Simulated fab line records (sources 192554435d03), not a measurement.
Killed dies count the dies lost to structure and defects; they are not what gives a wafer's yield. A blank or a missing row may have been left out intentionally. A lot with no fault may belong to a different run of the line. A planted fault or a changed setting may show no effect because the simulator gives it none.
What tool caused it? + flow n5 finfet + 33 wafers from 11 lots sampled at 5 of the route's 1938 steps

WHAT EACH GAUGE READ, for each wafer
N5_PASSIVATION_OVL_MEAS_60.
| lot  | measured     | on         | TV_OVL (nm) |
|------|--------------|------------|-------------|
| L215 | day 13 03:40 | overlay-02 | -9 -7 1     |
| L216 | day 13 07:57 | overlay-02 | -11 -6 -1   |
| L220 | day 13 19:52 | overlay-01 | -6 -3 -1    |
| L219 | day 13 20:02 | overlay-01 | 0 -4 -1     |
| L221 | day 13 23:58 | overlay-02 | 1 -2 -2     |
| L222 | day 14 04:10 | overlay-02 | -6 -3 -7    |
| L223 | day 14 16:49 | overlay-02 | 234 231 240 |
| L224 | day 15 02:52 | overlay-01 | 239 242 243 |
| L225 | day 15 17:23 | overlay-02 | 237 231 237 |
| L226 | day 15 18:59 | overlay-02 | 235 230 236 |
| L231 | day 16 23:03 | overlay-01 | -9 -5 -8    |

EACH LOT AND THE TOOL THAT RAN IT (in order: tool; ch and the chambers of the sampled wafers; start)
| lot  | N5_BEOL_M15_ANNEAL_48            | N5_MIM_TOP_DEGAS_04          | N5_MIM_BOT_ETCH_STRIP_01           | N5_PASSIVATION_EXPOSE_07          |
|------|----------------------------------|------------------------------|------------------------------------|-----------------------------------|
| L215 | rtp anneal-01 ch 0, day 12 20:30 | pvd sputter-01, day 13 00:38 | rie diel-02 ch 0,2, day 13 02:40   | krf scanner-02 ch 0, day 13 03:28 |
| L216 | rtp anneal-01 ch 0, day 12 21:02 | pvd sputter-03, day 13 02:03 | rie diel-02 ch 0,2,3, day 13 04:12 | krf scanner-02 ch 0, day 13 07:44 |
| L220 | rtp anneal-02 ch 0, day 13 11:18 | pvd sputter-03, day 13 15:01 | rie diel-02 ch 0,1,2, day 13 16:55 | krf scanner-02 ch 0, day 13 19:40 |
| L219 | rtp anneal-01 ch 0, day 13 11:20 | pvd sputter-03, day 13 15:13 | rie diel-06 ch 0,3, day 13 17:19   | krf scanner-01 ch 0, day 13 19:50 |
| L221 | rtp anneal-01 ch 0, day 13 15:58 | pvd sputter-03, day 13 19:49 | rie diel-06 ch 1,2, day 13 21:35   | krf scanner-02 ch 0, day 13 23:46 |
| L222 | rtp anneal-02 ch 0, day 13 21:02 | pvd sputter-01, day 14 01:08 | rie diel-04 ch 1,2,3, day 14 02:46 | krf scanner-02 ch 0, day 14 03:58 |
| L223 | rtp anneal-01 ch 0, day 14 07:42 | pvd sputter-02, day 14 13:11 | rie diel-06 ch 0,2,3, day 14 14:49 | krf scanner-02 ch 0, day 14 16:37 |
| L224 | rtp anneal-02 ch 0, day 14 19:10 | pvd sputter-03, day 14 23:32 | rie diel-02 ch 2,3, day 15 01:33   | krf scanner-02 ch 0, day 15 02:40 |
| L225 | rtp anneal-02 ch 0, day 15 10:16 | pvd sputter-02, day 15 14:13 | rie diel-06 ch 1,2, day 15 16:20   | krf scanner-02 ch 0, day 15 17:11 |
| L226 | rtp anneal-01 ch 0, day 15 11:29 | pvd sputter-03, day 15 15:19 | rie diel-06 ch 1,3, day 15 17:08   | krf scanner-02 ch 0, day 15 18:47 |
| L231 | rtp anneal-02 ch 0, day 16 16:16 | pvd sputter-01, day 16 19:45 | rie diel-06 ch 0,1,2, day 16 21:32 | krf scanner-01 ch 0, day 16 22:51 |
- N5_BEOL_M15_ANNEAL_48: time 90 s.
- N5_MIM_TOP_DEGAS_04: time 60 s.
- N5_MIM_BOT_ETCH_STRIP_01: strips in O2.
- N5_PASSIVATION_EXPOSE_07: exposes mask TV, defocus 0 nm, target cd 3000 nm.

THE ANSWER, worked out from the rows above alone
Rule: the usual values come from the lots themselves. Put in order of their means at a reading, lots are off if they are a third of the lots or fewer, leave a main group of 4 or more, and stand apart from it by a gap of 3 or more times the standard deviation of the main group's means; of several such gaps the widest counts. Not used: any main group whose means are identical at the precision the tables above print for the reading. A lot without any number at a reading at which 4 lots or more have one is off too. Where the step has rows for the other lots, those lots are counted as sound.
No lot is off on any of the readings shown, so nothing can be concluded from this.

WHAT THE SIMULATOR PUT IN
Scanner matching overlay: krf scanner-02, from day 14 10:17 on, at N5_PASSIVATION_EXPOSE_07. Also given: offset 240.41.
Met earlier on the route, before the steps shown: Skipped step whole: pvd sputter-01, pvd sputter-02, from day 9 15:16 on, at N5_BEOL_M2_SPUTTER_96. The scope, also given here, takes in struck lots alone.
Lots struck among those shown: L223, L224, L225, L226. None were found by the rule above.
